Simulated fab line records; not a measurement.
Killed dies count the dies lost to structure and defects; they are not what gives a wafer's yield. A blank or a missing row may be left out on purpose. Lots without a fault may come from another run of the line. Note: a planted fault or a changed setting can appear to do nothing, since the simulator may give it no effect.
A lot that was struck, set against a sound lot | flow n5Finfet | 15 out of 1938 route steps
Sound: wafers L357.3, L357.4, L357.6. Wafers L368.2, L368.3, L368.4 were the ones struck. The cause comes at the end.
At each step with rows: each side's tool, then ch and its chambers, then its first start. Under that, the readings that differ: sound wafers | struck wafers | difference of the means | sigmas: that difference in standard deviations of wafers without a fault.
alike: same words and numbers on both sides, and readings whose means sit less than 2 such deviations apart. not compared: any withheld reading, any reading some wafer has no value for, any bound like >300 that may hide the same value, and any number with overlapping values for which the record gives no deviation.
The two part at a step that has a row with sigmas, a row that says differs or no value, or rows on one side only. When numbers do not overlap yet have no deviation, they are printed without sigmas and do not part them. A reading missing from all wafers of one side parts the sides only when that side holds two or more wafers.

first, 8 steps without rows for these wafers: N5_WELL_APT_HMDS_18 (time 60 s); N5_WELL_APT_COAT_19 (resist thk 950 nm); N5_WELL_APT_EBR_21; N5_WELL_APT_SOFTBAKE_20 (time 60 s); N5_WELL_APT_EXPOSE_22 (exposes mask PWELL, defocus 0 nm, target cd 200 nm); N5_WELL_APT_PEB_23 (peb time 90 s); N5_WELL_APT_DEVELOP_24 (develop time 45 s); N5_WELL_APT_HARDBAKE_29 (time 120 s).
N5_WELL_APT_CD_MEAS_25: the cd target is 200 nm.
  sound on cdSem-02 ch 0, day 3 02:51; struck on cdSem-01 ch 0, day 5 21:39
reading   | sound             | struck            | difference | sigmas
cdNm (nm) | 195.3 196.4 197.8 | 202.4 200.5 202.1 | +5.2       | +2
N5_WELL_APT_OVL_MEAS_26:
  sound on overlay-01 ch 0, day 3 02:53; struck on overlay-01 ch 0, day 5 21:41
  alike: PWELL_OVL
N5_WELL_APT_INSPECT_27: inspects for defects (macro).
  sound on defectInspect-01 at day 3 02:54; struck on defectInspect-02 at day 5 21:42
  alike: rawDefectCount
N5_WELL_APT_DESCUM_30: chemistry O2, time 7.9 s.
  sound on rieDiel-05 ch 2,3, day 3 02:56; struck on rieDiel-01 ch 0,1,2, day 5 21:48
  alike: drypumpMotorCurrentA, oesProductAu, rfVppV, showerheadPlenumPTorr, throttleValvePct
  not compared: rfHoursCounterH
N5_WELL_APT_IMPLANT_31:
  sound on implanter-01 ch 0, day 3 03:05; struck on implanter-02 ch 0, day 5 21:56
reading          | sound                            | struck                        | difference | sigmas
doseIonsCm2      | 1.4988e+13 1.4984e+13 1.4991e+13 | 8.715e+12 8.725e+12 8.719e+12 | -6.268e+12 | -99 or more
faradayCurrentUA | 185 190 189                      | 108 112 110                   | -78        | -20
  alike: tiltDeg
after that, 1 step had no rows for these wafers: N5_WELL_APT_IMPLANT_32.
-- record jumps: 11 days separate the struck wafers' starts on either side; left off in module WELL_APT, taken up again in module PASSIVATION, whose first shown step is the route's number 1936 --
N5_PASSIVATION_PROBE_49:
  only the struck wafers here have rows in the record (prober-01, day 17 04:39); the sound ones have none

## WHERE THEY PART
First at N5_WELL_APT_CD_MEAS_25; last, within this record, at N5_PASSIVATION_PROBE_49.

WHY: what the simulator had put in
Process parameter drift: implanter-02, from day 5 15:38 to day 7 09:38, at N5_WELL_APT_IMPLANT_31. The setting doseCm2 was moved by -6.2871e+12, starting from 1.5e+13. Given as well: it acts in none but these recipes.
